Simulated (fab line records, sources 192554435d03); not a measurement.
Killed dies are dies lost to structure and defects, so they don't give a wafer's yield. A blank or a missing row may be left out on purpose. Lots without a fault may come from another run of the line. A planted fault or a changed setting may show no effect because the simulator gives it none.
fab line records | flow n5_finfet
record lots=6 wafers=18 last_day=17
route steps=1938 shown BEOL_M5@1129 PASSIVATION@1936
lots that met no fault: from a run of the same line without faults
start_h: hours from the record's first day to the start of the lot's first wafer shown | wait_h: hours since the lot's step before | " the same as in the row above | L1.1+2: a row that stands for several wafers | - no value, or no start given | * or withheld: withheld | < > ~ a bound
route shown NAME@n: a module of which the file shows steps, and the number in the route of the first | usual: mean/standard deviation of fault-free wafers | same: alike in all rows | chamber/n: place in a boat | sites: the reading at each site | _std_site: their standard deviation | _edge_site: outer sites' mean less inner sites' | radius_mm: how far each site lies from the wafer's centre | mask NAME#n: copy n | behind: the tool/chamber that last shaped the wafer | hold: why the lot was held/for how many hours/how that ended | device: the transistor (n, p or np) that didn't switch | end of line: the same wafers' tests at the end of the route | a step without rows: its recipe alone | killed: dies lost to structure and defects at the first sort, not the wafer's yield | map: a wafer's dies, x killed, . not, _ none there
set.NAME: the setting as run; set.NAME@STEP: as run at that earlier step | model.NAME: the simulator's own value behind a step, which no gauge read
lots at some steps of the route; a table a step, a row a wafer
services: from which hour (start_h, from the record's first day; less than 0 if before it) a tool's chamber was out of use, for how many hours, and why
## steps
# step N5_BEOL_M5_DESCUM_16
# recipe chemistry=O2 time_s=7 source_power_w=50 bias_power_w=20 pressure_mtorr=20 rf_frequency_hz=2.712e+07 temp_c=40 resist=CAR-EUV o2_flow_sccm=225
# usual chamber_pressure_mTorr=20.001/0.02 drypump_motor_current_A=5.8/0.62 oes_product_au=0.77/0.092 rf_vpp_V=242.9/1.2 showerhead_plenum_p_Torr=2.09/0.066 throttle_valve_pct=20.4/0.37
# columns lot.wafer tool chamber start_h wait_h chamber_pressure_mTorr drypump_motor_current_A oes_product_au rf_hours_counter_h rf_vpp_V showerhead_plenum_p_Torr throttle_valve_pct
L910.1 rie_diel-02 0 229.42 0.0 20.006 5.8 0.69 237 243.7 2.17 21.1
L910.3 " 3 " " 20.004 6.6 0.84 62 242.6 2.03 19.9
L910.4 " 2 " " 19.995 4.7 0.90 17 243.2 2.14 20.3
L911.1 rie_diel-04 3 232.75 0.0 19.962 6.2 0.72 220 243.2 2.05 20.2
L911.3 " 0 " " 19.986 5.9 0.73 147 239.3 1.92 20.4
L911.5 " 1 " " 19.987 5.3 0.82 - 242.7 2.02 20.0
L915.1 rie_diel-02 1 262.70 0.4 20.013 6.6 0.67 227 243.6 2.16 20.7
L915.3 " 3 " " 20.004 6.6 0.84 72 242.2 2.03 20.0
L915.6 " 3 " " 20.034 6.6 0.84 - 243.0 2.03 20.0
L918.4 rie_diel-04 0 265.03 0.1 20.013 5.9 0.73 156 240.6 1.92 20.4
L918.5 " 2 " " 19.975 5.2 0.73 - 240.7 2.10 20.2
L918.6 " 1 " " 20.009 5.3 0.80 - 242.7 2.02 20.1
L917.2 rie_diel-04 2 266.19 0.0 19.993 5.1 0.73 174 242.8 2.10 20.2
L917.5 " 3 " " 19.984 6.2 0.71 - 242.1 2.04 20.2
L917.6 " 2 " " 20.001 5.1 0.73 - 242.4 2.10 20.2
L919.1 rie_diel-02 1 283.63 0.0 19.998 6.6 0.67 235 243.9 2.15 20.7
L919.3 " 2 " " 19.981 4.6 0.88 34 244.6 2.14 20.3
L919.5 " 1 " " 20.018 6.6 0.67 - 244.6 2.15 20.7
# step N5_BEOL_M5_ETCH_72
# recipe chemistry=N2/H2 target=underlayer target_depth_a=65 mask_material=CAR-EUV time_s=5.2 ion_energy_ev=200 pressure_mtorr=30 source_w=840 bias_w=150 n2_flow_sccm=200 h2_flow_sccm=200 ends=cleared
# usual chamber_pressure_mTorr=30.00/0.035 drypump_motor_current_A=5.8/0.62 etch_rf_on_time_s=5.22/0.12 oes_product_au=0.66/0.08 rf_vpp_V=523.6/2.6 showerhead_plenum_p_Torr=2.53/0.078 throttle_valve_pct=17.8/0.36
# columns lot.wafer tool chamber start_h wait_h chamber_pressure_mTorr drypump_motor_current_A etch_rf_on_time_s oes_product_au rf_hours_counter_h rf_vpp_V showerhead_plenum_p_Torr throttle_valve_pct
L910.1 rie_diel-02 0 229.46 0.0 29.97 5.8 5.45 0.58 237 527.0 2.63 18.6
L910.3 " 3 " " 30.09 6.6 5.18 0.73 62 523.5 2.46 17.3
L910.4 " 2 " " 30.02 4.7 5.09 0.78 17 527.7 2.59 17.7
L911.1 rie_diel-04 3 232.78 0.0 29.99 6.2 5.20 0.61 220 520.1 2.50 17.8
L911.3 " 0 " " 30.03 5.9 5.31 0.62 147 518.6 2.36 17.9
L911.5 " 1 " " 29.99 5.3 5.23 0.70 - 522.1 2.46 17.6
L915.1 rie_diel-02 1 262.73 0.0 30.01 6.6 5.38 0.57 227 525.4 2.63 18.2
L915.3 " 3 " " 30.03 6.6 5.07 0.72 72 522.9 2.45 17.3
L915.6 " 3 " " 29.99 6.6 5.08 0.72 - 521.7 2.45 17.3
L918.4 rie_diel-04 0 265.06 0.0 29.98 5.9 5.27 0.62 156 517.3 2.35 17.9
L918.5 " 2 " " 30.02 5.2 5.33 0.62 - 524.7 2.53 17.6
L918.6 " 1 " " 30.01 5.3 5.22 0.69 - 523.8 2.45 17.6
L917.2 rie_diel-04 2 266.23 0.0 29.95 5.2 5.34 0.62 174 525.3 2.53 17.6
L917.5 " 3 " " 30.04 6.2 5.18 0.60 - 524.1 2.50 17.8
L917.6 " 2 " " 29.98 5.2 5.27 0.61 - 522.9 2.53 17.6
L919.1 rie_diel-02 1 283.66 0.0 29.98 6.6 5.33 0.57 235 522.9 2.63 18.2
L919.3 " 2 " " 30.01 4.6 5.09 0.75 34 525.4 2.59 17.7
L919.5 " 1 " " 30.01 6.6 5.34 0.56 - 526.3 2.63 18.2
# step N5_BEOL_M5_ETCH_61
# recipe chemistry=CF4 target=SiARC target_depth_a=156 mask_material=CAR-EUV time_s=26 ion_energy_ev=80 pressure_mtorr=40 source_w=545 bias_w=36 Ar_flow_sccm=100 cf4_flow_sccm=100 ends=cleared
# step N5_BEOL_M5_ETCH_62
# recipe chemistry=N2/H2 target=SOC target_depth_a=750 overetch_a=150 mask_material=SiARC temp_c=40 time_s=112.5 ion_energy_ev=200 pressure_mtorr=30 source_w=840 bias_w=150 n2_flow_sccm=200 h2_flow_sccm=200
# usual chamber_pressure_mTorr=30.003/0.027 drypump_motor_current_A=5.8/0.61 oes_product_au=0.62/0.067 rf_vpp_V=523.7/2.3 showerhead_plenum_p_Torr=2.53/0.078 throttle_valve_pct=17.8/0.36
# columns lot.wafer tool chamber start_h wait_h chamber_pressure_mTorr drypump_motor_current_A oes_product_au rf_hours_counter_h rf_vpp_V showerhead_plenum_p_Torr throttle_valve_pct
L910.1 rie_diel-02 0 229.50 0.0 30.003 5.7 0.56 237 525.3 2.63 18.5
L910.3 " 3 " " 30.023 6.7 0.67 62 521.6 2.46 17.3
L910.4 " 2 " " 30.033 4.6 0.72 17 526.5 2.59 17.6
L911.1 rie_diel-04 3 232.83 0.0 29.982 6.2 0.57 220 523.2 2.50 17.8
L911.3 " 0 " " 29.972 5.9 0.59 147 518.1 2.36 17.9
L911.5 " 1 " " 29.987 5.3 0.64 - 522.6 2.46 17.5
L915.1 rie_diel-02 1 262.78 0.0 29.980 6.6 0.54 227 526.2 2.63 18.1
L915.3 " 3 " " 30.006 6.6 0.66 72 520.4 2.45 17.3
L915.6 " 3 " " 30.031 6.6 0.66 - 523.3 2.45 17.3
L918.4 rie_diel-04 0 265.11 0.0 30.042 5.9 0.58 156 519.4 2.35 17.9
L918.5 " 2 " " 30.007 5.2 0.58 - 525.2 2.53 17.5
L918.6 " 1 " " 30.009 5.3 0.64 - 520.7 2.45 17.6
L917.2 rie_diel-04 2 266.27 0.0 30.008 5.2 0.58 174 525.4 2.53 17.6
L917.5 " 3 " " 29.993 6.2 0.56 - 522.1 2.50 17.8
L917.6 " 2 " " 30.039 5.2 0.58 - 522.5 2.53 17.6
L919.1 rie_diel-02 1 283.71 0.0 30.031 6.6 0.54 235 525.7 2.63 18.1
L919.3 " 2 " " 29.955 4.7 0.69 34 526.5 2.59 17.7
L919.5 " 1 " " 30.001 6.6 0.54 - 524.7 2.62 18.2
# step N5_BEOL_M5_STRIP_63
# recipe chemistry=N2/H2 temp_c=40 n2_flow_sccm=200 h2_flow_sccm=200 rf_frequency_hz=6e+07
# step N5_BEOL_M5_STRIP_73
# recipe chemistry=N2/H2 temp_c=40 n2_flow_sccm=200 h2_flow_sccm=200 rf_frequency_hz=6e+07
# step N5_BEOL_M5_STRIP_64
# recipe chemistry=CF4 resist=SiARC power_w=300 bias_power_w=75 pressure_mtorr=50 cf4_flow_sccm=150 rf_frequency_hz=6e+07
# usual chamber_pressure_mTorr=50.00/0.041 drypump_motor_current_A=5.8/0.62 oes_product_au=0.77/0.085 rf_vpp_V=271.1/1.3 showerhead_plenum_p_Torr=1.79/0.052 throttle_valve_pct=13.6/0.36
# columns lot.wafer tool chamber start_h wait_h chamber_pressure_mTorr drypump_motor_current_A oes_product_au rf_hours_counter_h rf_vpp_V showerhead_plenum_p_Torr throttle_valve_pct
L910.1 rie_diel-02 0 229.63 0.0 50.01 5.8 0.69 237 272.4 1.86 14.3
L910.3 " 3 " " 50.01 6.6 0.83 62 269.4 1.75 13.1
L910.4 " 2 " " 50.03 4.7 0.89 17 271.9 1.84 13.4
L911.1 rie_diel-04 3 232.96 0.0 49.90 6.2 0.71 220 270.3 1.78 13.7
L911.3 " 0 " " 50.00 5.9 0.73 147 269.6 1.66 13.6
L911.5 " 1 " " 49.97 5.3 0.80 - 269.7 1.74 13.3
L915.1 rie_diel-02 1 262.90 0.0 50.00 6.6 0.68 227 271.0 1.84 13.9
L915.3 " 3 " " 50.04 6.6 0.83 72 270.0 1.75 13.2
L915.6 " 3 " " 49.96 6.6 0.81 - 270.0 1.75 13.2
L918.4 rie_diel-04 0 265.23 0.0 49.96 5.9 0.73 156 267.4 1.66 13.6
L918.5 " 2 " " 49.97 5.2 0.73 - 270.2 1.78 13.3
L918.6 " 1 " " 50.01 5.3 0.80 - 269.8 1.73 13.3
L917.2 rie_diel-04 2 266.40 0.0 50.04 5.2 0.73 174 271.8 1.78 13.3
L917.5 " 3 " " 50.03 6.2 0.70 - 270.0 1.78 13.7
L917.6 " 2 " " 50.05 5.2 0.72 - 270.4 1.78 13.3
L919.1 rie_diel-02 1 283.84 0.0 50.05 6.6 0.67 235 274.3 1.84 13.9
L919.3 " 2 " " 50.04 4.6 0.86 34 270.8 1.83 13.4
L919.5 " 1 " " 49.95 6.6 0.67 - 272.3 1.84 13.9
# step N5_BEOL_M5_HM_OPEN_17
# recipe chemistry=Cl2/BCl3 target_depth_a=200 overetch_a=60 target=TiN mask_material=SOC ion_energy_ev=150 pressure_mtorr=10 icp_w=1000 bias_w=126 Cl2_flow_sccm=53.25 bcl3_flow_sccm=21.75 Ar_flow_sccm=25
# usual chamber_pressure_mTorr=10.000/0.0094 drypump_motor_current_A=6.0/0.38 oes_product_au=0.65/0.092 throttle_valve_pct=22.12/0.25
# columns lot.wafer tool chamber start_h wait_h chamber_pressure_mTorr drypump_motor_current_A oes_product_au rf_hours_counter_h throttle_valve_pct
L910.1 rie_metal-01 0 229.67 0.0 10.007 6.2 0.57 101 22.26
L910.3 " 0 " " 10.010 6.3 0.56 - 22.26
L910.4 " 1 " " 9.992 6.3 0.70 - 21.70
L911.1 rie_metal-03 1 233.00 0.0 9.991 6.4 0.62 63 22.42
L911.3 " 1 " " 10.009 6.4 0.61 - 22.43
L911.5 " 1 " " 9.995 6.4 0.61 - 22.42
L915.1 rie_metal-02 0 262.95 0.0 10.012 5.9 0.83 1 22.10
L915.3 " 0 " " 9.995 5.9 0.84 - 22.10
L915.6 " 1 " " 10.003 6.0 0.70 - 22.18
L918.4 rie_metal-03 1 265.30 0.1 10.004 6.4 0.60 - 22.44
L918.5 " 1 " " 10.005 6.4 0.61 - 22.44
L918.6 " 0 " " 10.011 5.3 0.54 - 21.95
L917.2 rie_metal-02 0 266.44 0.0 10.007 5.9 0.84 1 22.10
L917.5 " 1 " " 10.006 6.0 0.70 - 22.18
L917.6 " 0 " " 10.007 5.9 0.83 - 22.10
L919.1 rie_metal-02 0 283.88 0.0 9.995 5.9 0.85 2 22.09
L919.3 " 1 " " 9.994 5.9 0.70 - 22.18
L919.5 " 0 " " 9.990 5.9 0.82 - 22.11
# step N5_BEOL_M5_STRIP_19
# recipe chemistry=O2 power_w=400 temp_c=40 pressure_mtorr=30 rf_frequency_hz=6e+07 bias_power_w=0 overash_fraction=0.2 o2_flow_sccm=225
# step N5_BEOL_M5_CD_MEAS_18
# recipe pitch_nm=56 target_cd_nm=28
# usual cd_nm=27.9/0.35
# columns lot.wafer tool chamber start_h wait_h cd_nm
L910.1 cd_sem-01 - 229.85 0.0 28.4
L910.3 " - " " 27.9
L910.4 " - " " 27.5
L911.1 cd_sem-03 - 233.18 0.0 27.9
L911.3 " - " " 27.7
L911.5 " - " " 27.6
L915.1 cd_sem-02 - 263.22 0.0 29.0
L915.3 " - " " 28.7
L915.6 " - " " 28.2
L918.4 cd_sem-03 - 265.46 0.1 27.9
L918.5 " - " " 27.5
L918.6 " - " " 27.8
L917.2 cd_sem-02 - 266.62 0.1 27.7
L917.5 " - " " 28.3
L917.6 " - " " 28.2
L919.1 cd_sem-01 - 284.16 0.0 27.9
L919.3 " - " " 28.0
L919.5 " - " " 28.5
# step N5_BEOL_M5_COAT_65
# recipe resist=SOC temp_c=250 time_s=60 spin_rpm=1500 resist_thk_nm=60
# step N5_BEOL_M5_COAT_66
# recipe resist=SiARC temp_c=220 time_s=60 spin_rpm=1500 resist_thk_nm=12
# step N5_BEOL_M5_COAT_74
# recipe resist=underlayer temp_c=205 time_s=60 spin_rpm=1500 resist_thk_nm=5
# usual heater_power_total_W=391.9/1.2 plate_temp_C=205.01/0.17
# columns lot.wafer tool chamber start_h wait_h heater_power_total_W plate_temp_C
L910.1 litho_track-02 0 230.62 - 392.7 205.12
L910.3 " 0 " " 392.5 205.17
L910.4 " 0 " " 391.6 205.09
L911.1 litho_track-02 0 234.24 - 394.0 204.92
L911.3 " 0 " " 391.4 204.92
L911.5 " 0 " " 391.6 204.97
L915.1 litho_track-02 0 263.65 - 428.8 218.90
L915.3 " 0 " " 428.3 218.89
L915.6 " 0 " " 428.5 219.20
L918.4 litho_track-01 0 268.37 - 391.3 204.86
L918.5 " 0 " " 390.1 204.96
L918.6 " 0 " " 393.6 205.01
L917.2 litho_track-02 0 268.38 - 427.5 219.30
L917.5 " 0 " " 427.3 219.51
L917.6 " 0 " " 424.8 219.24
L919.1 litho_track-05 0 285.04 - 389.6 205.06
L919.3 " 0 " " 389.4 204.85
L919.5 " 0 " " 392.4 205.08
# step N5_BEOL_M5_COAT_22
# recipe resist=CAR-EUV spin_rpm=1500 resist_thk_nm=30
# step N5_PASSIVATION_PROBE_49
# usual defect_limited_yield=91.4/1.4 killed_at_M0_to_M3=33/11 killed_at_M4_up=13/5.3 killed_at_contacts=13/6.1 killed_at_front_end=40/11 killed_at_other=2.9/2.7 killed_dies=102/17 killed_open=68/13 killed_short=32/7.5 sort_bin_4_leakage=0.00/0.022 sort_bin_5_function=5.1/0.98 sort_bin_6_memory=3.2/0.69 sort_bin_8_speed=0.1/1.1 sort_n_pass=1077/21 sort_yield_pct=91.3/1.7
# same gross_dies=1180 killed_at_back_side=0
# columns lot.wafer tool chamber start_h wait_h defect_limited_yield[%] killed_at_M0_to_M3 killed_at_M4_up killed_at_contacts killed_at_front_end killed_at_other killed_dies killed_open killed_short sort_bin_4_leakage[%] sort_bin_5_function[%] sort_bin_6_memory[%] sort_bin_8_speed[%] sort_n_pass sort_yield_pct[%]
L911.1 prober-01 - 349.32 0.0 93.2 23 14 6 36 1 80 52 27 0 4.4 2.2 0 1100 93.2
L911.3 prober-01 - 349.42 0.1 92.9 27 16 14 27 0 84 45 33 0 4.4 2.5 0 1096 92.9
L911.5 prober-01 - 349.52 0.2 95.0 22 3 3 30 1 59 34 24 0 2.8 2.0 0 1121 95.0
L915.1 prober-01 - 373.92 0.0 92.7 19 12 12 43 0 86 64 21 0.08 3.8 3.1 0 1093 92.6
L915.3 prober-01 - 374.02 0.1 90.9 35 19 13 34 6 107 81 23 0 5.5 3.4 0 1073 90.9
L915.6 prober-01 - 374.17 0.3 91.4 23 22 9 45 2 101 68 33 0 4.6 3.6 0 1079 91.4
L917.2 prober-02 - 391.87 0.1 91.7 30 15 9 37 7 98 75 22 0 4.7 3.5 0 1082 91.7
L917.5 prober-02 - 392.02 0.2 88.2 55 17 9 46 12 139 87 51 0 6.3 4.8 0 1041 88.2
L917.6 prober-02 - 392.07 0.3 89.6 52 13 11 39 8 123 75 47 0 6.4 3.6 0 1057 89.6
# killed by level:class
L911.1 STI_FIN_REVEAL:geometric_particle:open=13 BEOL_M0_SAQP:geometric_particle:short=9 DUMMY_GATE:geometric_particle:open=8 FIN_SAQP:geometric_particle:short=5 MOL_CONTACT_COAG:geometric_particle:open=5 BEOL_M0_SAQP:geometric_particle:open=4 BEOL_M2:geometric_particle:open=4 BEOL_M8:geometric_particle:open=4
L911.3 BEOL_M0_SAQP:geometric_particle:short=10 MOL_CONTACT_COAG:geometric_particle:open=7 MOL_CONTACT_COAG:geometric_particle:short=7 BEOL_M4:geometric_particle:open=7 FIN_SAQP:geometric_particle:open=6 STI_FIN_REVEAL:geometric_particle:open=6 BEOL_M0_SAQP:geometric_particle:open=6 FIN_SAQP:geometric_particle:short=4
L911.5 FIN_SAQP:geometric_particle:short=9 BEOL_M0_SAQP:geometric_particle:open=6 STARTING-WAFER:geometric_particle:short=5 FIN_SAQP:geometric_particle:open=4 BEOL_M1:geometric_particle:open=4 DUMMY_GATE:geometric_particle:open=3 MOL_CONTACT_COAG:geometric_particle:open=3 BEOL_M2:geometric_particle:open=3
L915.1 MOL_CONTACT_COAG:geometric_particle:open=11 FIN_SAQP:geometric_particle:open=10 ILD0:geometric_particle:open=10 BEOL_M3:geometric_particle:open=7 STI_FIN_REVEAL:geometric_particle:open=6 FIN_SAQP:geometric_particle:short=5 BEOL_M0_SAQP:geometric_particle:short=5 DUMMY_GATE:geometric_particle:open=4
L915.3 FIN_SAQP:geometric_particle:open=15 BEOL_M3:geometric_particle:open=12 MOL_CONTACT_COAG:geometric_particle:open=12 BEOL_M4:geometric_particle:open=8 BEOL_M2:geometric_particle:open=6 FIN_SAQP:geometric_particle:short=4 BEOL_M0_SAQP:geometric_particle:open=4 BEOL_M1:geometric_particle:open=4
L915.6 FIN_SAQP:geometric_particle:open=17 FIN_SAQP:geometric_particle:short=8 MOL_CONTACT_COAG:geometric_particle:open=8 BEOL_M4:geometric_particle:open=7 BEOL_M2:geometric_particle:open=6 BEOL_M0_SAQP:geometric_particle:open=5 BEOL_M3:geometric_particle:open=5 GATE_CUT:geometric_particle:short=4
L917.2 BEOL_M3:geometric_particle:open=10 MOL_CONTACT_COAG:geometric_particle:open=9 STI_FIN_REVEAL:geometric_particle:open=8 BEOL_M0_SAQP:geometric_particle:open=7 BEOL_M2:geometric_particle:open=6 FIN_SAQP:geometric_particle:open=5 DUMMY_GATE:geometric_particle:open=5 MIM_TOP_ETCH:geometric_particle:short=5
L917.5 BEOL_M0_SAQP:geometric_particle:short=13 BEOL_M1:geometric_particle:open=13 BEOL_M3:geometric_particle:open=9 MOL_CONTACT_COAG:geometric_particle:open=8 BEOL_M0_SAQP:geometric_particle:open=8 FIN_SAQP:geometric_particle:short=7 STARTING-WAFER:geometric_particle:open=7 FIN_SAQP:geometric_particle:open=6
L917.6 BEOL_M3:geometric_particle:open=14 STI_FIN_REVEAL:geometric_particle:open=12 BEOL_M0_SAQP:geometric_particle:open=12 BEOL_M0_SAQP:geometric_particle:short=10 MOL_CONTACT_COAG:geometric_particle:open=7 FIN_SAQP:geometric_particle:open=6 FIN_SAQP:geometric_particle:short=6 GATE_CUT:geometric_particle:short=6
## services
# columns tool chamber start_h hours kind
rie_diel-04 1 209.51 16.5 repair
rie_metal-03 0 219.50 2.8 repair
rie_metal-02 0 233.41 - clean
rie_metal-02 0 233.41 18.6 scheduled_down
rie_metal-02 0 233.41 18.6 vent_cycle
rie_diel-02 0 238.33 5.8 repair
litho_track-05 - 261.76 - consumable_replace:filter
rie_diel-02 0 274.53 - clean
rie_diel-02 0 274.53 - consumable_replace:focus_ring
rie_diel-02 0 274.53 14.8 scheduled_down
rie_diel-02 0 274.53 14.8 vent_cycle
## key
first_sign step=N5_BEOL_M5_COAT_74 reading=plate_temp_C direction=up sigmas=84 usual=* struck=*
effect step=N5_BEOL_M5_COAT_74 reading=heater_power_total_W direction=up sigmas=30 usual=* struck=*
met_at N5_BEOL_M5_COAT_74
struck_wafers L915.1,L915.3,L915.6,L917.2,L917.5,L917.6
onset_between 234.24 263.65
earlier_fault kind=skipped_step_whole tool=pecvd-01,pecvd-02 chamber=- onset_h=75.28 steps=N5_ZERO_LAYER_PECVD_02 scope=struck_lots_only
fault kind=process_parameter_drift tool=litho_track-02 chamber=- onset_h=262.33 steps=N5_BEOL_M5_COAT_74 channel=temp_c offset=* shape=step acts_in=* stated=*
